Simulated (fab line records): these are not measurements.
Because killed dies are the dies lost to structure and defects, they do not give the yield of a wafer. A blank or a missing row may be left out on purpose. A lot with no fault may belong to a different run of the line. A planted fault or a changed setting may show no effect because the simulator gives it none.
Split-lot study / flow n5 finfet / 7 lots, 21 wafers read, on a route of 1938 steps

THE SPLIT ITSELF
At N5_FIN_SAQP_EXPOSE_13 (exposes mask FIN CORE, target cd 35.6 nm), the setting dose mj was moved away from the recipe's 63.25 on 9 of the 21 wafers read, by -7.1% to +4.8%. All remaining wafers had this setting at the recipe value.

FROM THE SPLIT TO THE READING: what the file shows between them, 2 steps
- N5_FIN_SAQP_PEB_14: peb time 60 s
- N5_FIN_SAQP_DEVELOP_15: develop time 30 s

THE READING
cd nm at N5_FIN_SAQP_CD_MEAS_16, given in nm (cd target 35.6 nm). A value of 35.6 nm with a standard deviation of 0.34 nm is what fault-free wafers of this fab line usually give.

wafer=L075.2; tool, chamber at the split=arfi scanner-02, 0; dose mj as run=63.25; against the recipe=recipe; cd nm, nm=35.9; against lot-mates on the recipe=-
wafer=L075.5; tool, chamber at the split=arfi scanner-02, 0; dose mj as run=63.25; against the recipe=recipe; cd nm, nm=35.0; against lot-mates on the recipe=-
wafer=L075.6; tool, chamber at the split=arfi scanner-02, 0; dose mj as run=65; against the recipe=+2.8%; cd nm, nm=34.4; against lot-mates on the recipe=-1.1
wafer=L081.1; tool, chamber at the split=arfi scanner-03, 0; dose mj as run=59.22; against the recipe=-6.4%; cd nm, nm=37.6; against lot-mates on the recipe=+2.0
wafer=L081.2; tool, chamber at the split=arfi scanner-03, 0; dose mj as run=59.22; against the recipe=-6.4%; cd nm, nm=37.3; against lot-mates on the recipe=+1.7
wafer=L081.5; tool, chamber at the split=arfi scanner-03, 0; dose mj as run=63.25; against the recipe=recipe; cd nm, nm=35.6; against lot-mates on the recipe=-
wafer=L084.2; tool, chamber at the split=arfi scanner-02, 0; dose mj as run=58.79; against the recipe=-7.1%; cd nm, nm=37.0; against lot-mates on the recipe=+1.8
wafer=L084.3; tool, chamber at the split=arfi scanner-02, 0; dose mj as run=63.25; against the recipe=recipe; cd nm, nm=35.8; against lot-mates on the recipe=-
wafer=L084.6; tool, chamber at the split=arfi scanner-02, 0; dose mj as run=63.25; against the recipe=recipe; cd nm, nm=34.7; against lot-mates on the recipe=-
wafer=L086.2; tool, chamber at the split=arfi scanner-01, 0; dose mj as run=63.25; against the recipe=recipe; cd nm, nm=36.0; against lot-mates on the recipe=-
wafer=L086.3; tool, chamber at the split=arfi scanner-01, 0; dose mj as run=63.25; against the recipe=recipe; cd nm, nm=35.4; against lot-mates on the recipe=-
wafer=L086.6; tool, chamber at the split=arfi scanner-01, 0; dose mj as run=63.25; against the recipe=recipe; cd nm, nm=35.9; against lot-mates on the recipe=-
wafer=L090.2; tool, chamber at the split=arfi scanner-01, 0; dose mj as run=63.25; against the recipe=recipe; cd nm, nm=35.2; against lot-mates on the recipe=-
wafer=L090.5; tool, chamber at the split=arfi scanner-01, 0; dose mj as run=63.25; against the recipe=recipe; cd nm, nm=34.7; against lot-mates on the recipe=-
wafer=L090.6; tool, chamber at the split=arfi scanner-01, 0; dose mj as run=66.31; against the recipe=+4.8%; cd nm, nm=34.1; against lot-mates on the recipe=-0.9
wafer=L091.2; tool, chamber at the split=arfi scanner-03, 0; dose mj as run=65.85; against the recipe=+4.1%; cd nm, nm=34.6; against lot-mates on the recipe=-0.9
wafer=L091.3; tool, chamber at the split=arfi scanner-03, 0; dose mj as run=63.25; against the recipe=recipe; cd nm, nm=35.5; against lot-mates on the recipe=-
wafer=L091.5; tool, chamber at the split=arfi scanner-03, 0; dose mj as run=65.85; against the recipe=+4.1%; cd nm, nm=34.3; against lot-mates on the recipe=-1.2
wafer=L097.1; tool, chamber at the split=arfi scanner-03, 0; dose mj as run=59.84; against the recipe=-5.4%; cd nm, nm=37.3; against lot-mates on the recipe=+1.6
wafer=L097.2; tool, chamber at the split=arfi scanner-03, 0; dose mj as run=59.84; against the recipe=-5.4%; cd nm, nm=37.0; against lot-mates on the recipe=+1.3
wafer=L097.4; tool, chamber at the split=arfi scanner-03, 0; dose mj as run=63.25; against the recipe=recipe; cd nm, nm=35.7; against lot-mates on the recipe=-

THE FIT
A straight line over all 21 wafers: cd nm changes by -0.284 nm for each +1% of dose mj; r = -0.93; the points scatter about the line by 0.39 nm.
The same after taking each lot's own level away (the mean of its wafers on the recipe; 21 wafers): -0.263 nm for each +1%; r = -0.95; scatter 0.31 nm.
Per that fit: largest dose mj move, reading shift of 1.9 nm.
Measured against the standard deviation above, the lots' own levels, which go from 34.95 to 35.77 nm, span 2.4 times it.
Consequently the slope shifts little with the lot-to-lot level, the two slopes agreeing.
Check: with one of the wafers moved furthest among these (-7.1%) left out of the fit, the line predicts +1.91 nm for it against its lot-mates. It came out at +1.75 nm against them.

ADDITIONAL SPLITS CARRIED BY THESE WAFERS
Before the reading, these wafers also passed through other splits. Each is held against what the fit with the lots' levels taken away leaves over:
other split on the same wafers=N5_WELL_APT_COAT_02 spin rpm; wafers away from the commonest value=11; r with cd nm (lot level and that fit taken away)=+0.15
other split on the same wafers=N5_WELL_APT_EXPOSE_05 dose mj; wafers away from the commonest value=5; r with cd nm (lot level and that fit taken away)=-0.17

FILE'S OWN FIT
cd nm changes by -0.257 nm for each +1% of dose mj, r = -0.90.
